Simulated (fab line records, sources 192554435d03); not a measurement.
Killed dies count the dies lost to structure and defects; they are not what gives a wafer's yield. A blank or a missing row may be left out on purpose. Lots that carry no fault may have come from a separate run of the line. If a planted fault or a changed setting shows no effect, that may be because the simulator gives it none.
8D (eight disciplines) problem report, filled in by code :: flow n5_finfet :: the parts of the form that need people (team, actions taken, sign-off) are left out

1. THE ISSUE
N5_BEOL_M11_ETCH_41, run_length_s: mean 115.3 s over 1 wafer from 1 lot; wafers with no fault: 109.4 s, standard deviation 0.52. That is +11 standard deviations from the usual mean.
The step: etches SiCN in CH3F/O2, target depth 42.6 nm, time 86 s.
Earliest sighting: wafer L177.2 on rie_diel-04 at day 14 14:02. The record holds 30 wafers of 10 lots with a number at this step. The rule behind "out" and "out of limits": a value lying over 4 standard deviations away from the usual mean. All remaining wafers that have a number are taken as sound.

2. WHAT IT IS, AND WHAT IT ISN'T
question: which readings at this step
is: run_length_s
is not: drypump_motor_current_A, rf_vpp_V, showerhead_plenum_p_Torr

question: which lots
is: L177
is not: L159, L162, L164, L166, L167, L168, L171, L173, L182

question: which wafers of those lots
is: L177.2
is not: L177.3, L177.6

question: read on which tools
is: rie_diel-04
is not: rie_diel-02, rie_diel-06

question: when
is: from day 14 14:02
is not: up to then (26 sound wafers); but 3 sound wafers of L182 came after

3. WHAT RULES OUT EACH SUSPECT
Counting: if a tool at a process step up to the reading ran every lot that is out, it stays a suspect. Sound lots after the first of them don't rule it out here, since some wafers of a struck lot are sound.
- rie_diel-04 at N5_BEOL_M11_DESCUM_33 (chemistry O2, time 7.9 s): kept. It ran the lot that is out, L177 (day 14 13:41); its last sound lot up to then is L173 (day 13 20:36).
- rie_diel-04 at N5_BEOL_M11_STRIP_36 (strips in N2/H2): kept. It ran the lot that is out, L177 (day 14 13:57); its last sound lot up to then is L173 (day 13 20:52).
- rie_diel-04 at N5_BEOL_M11_ETCH_41 (etches SiCN in CH3F/O2, target depth 42.6 nm, time 86 s): kept. It ran the lot that is out, L177 (day 14 14:02); its last sound lot up to then is L173 (day 13 20:57). Its own readings are out on those wafers: run_length_s.
- In rie_diel-04 at N5_BEOL_M11_DESCUM_33, the wafers that are out were processed in chamber 1 and their sound lot-mates in chambers 0, 2.
- In rie_diel-04 at N5_BEOL_M11_STRIP_36, the wafers that are out were processed in chamber 1 and their sound lot-mates in chambers 0, 2.
- In rie_diel-04 at N5_BEOL_M11_ETCH_41, the wafers that are out were processed in chamber 1 and their sound lot-mates in chambers 0, 2.
The count leaves rie_diel-04 at N5_BEOL_M11_DESCUM_33, rie_diel-04 at N5_BEOL_M11_STRIP_36, and rie_diel-04 at N5_BEOL_M11_ETCH_41.

4. THE CAUSE (what the simulator had put in)
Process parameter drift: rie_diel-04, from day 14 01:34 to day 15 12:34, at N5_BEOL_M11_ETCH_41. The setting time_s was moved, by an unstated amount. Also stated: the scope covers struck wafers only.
Of the 3 suspects that counting leaves, this tool is one.

5. THE CHAIN OF EFFECTS, in route order
Each row: a reading whose mean over the struck wafers that have a number lies more than 3 standard deviations from the usual. Only readings for which the record gives a usual standard deviation are gone through. hours: the time from each lot's start at the first step in this table that gives one to its start at this step, as a median over the lots. sigmas: the change in usual standard deviations.
hours: 0
step: N5_BEOL_M11_ETCH_41
reading: oes_product_au
usual: 0.75 a.u.
on struck wafers: 0.97
change: +0.22
sigmas: +3.0

hours: 0
step: N5_BEOL_M11_ETCH_41
reading: run_length_s
usual: 109.4 s
on struck wafers: 115.3
change: +5.9
sigmas: +11

hours: 0
step: N5_BEOL_M11_ETCH_41
reading: throttle_valve_pct
usual: 16.43 %
on struck wafers: 15.85
change: -0.58
sigmas: -3.4
Its process steps:
- N5_BEOL_M11_ETCH_41: etches SiCN in CH3F/O2, target depth 42.6 nm, time 86 s.

6. WHAT WOULD HAVE CAUGHT IT SOONER
In this record the first reading out of limits was taken at day 14 14:02, 12 hours after the fault began at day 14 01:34.
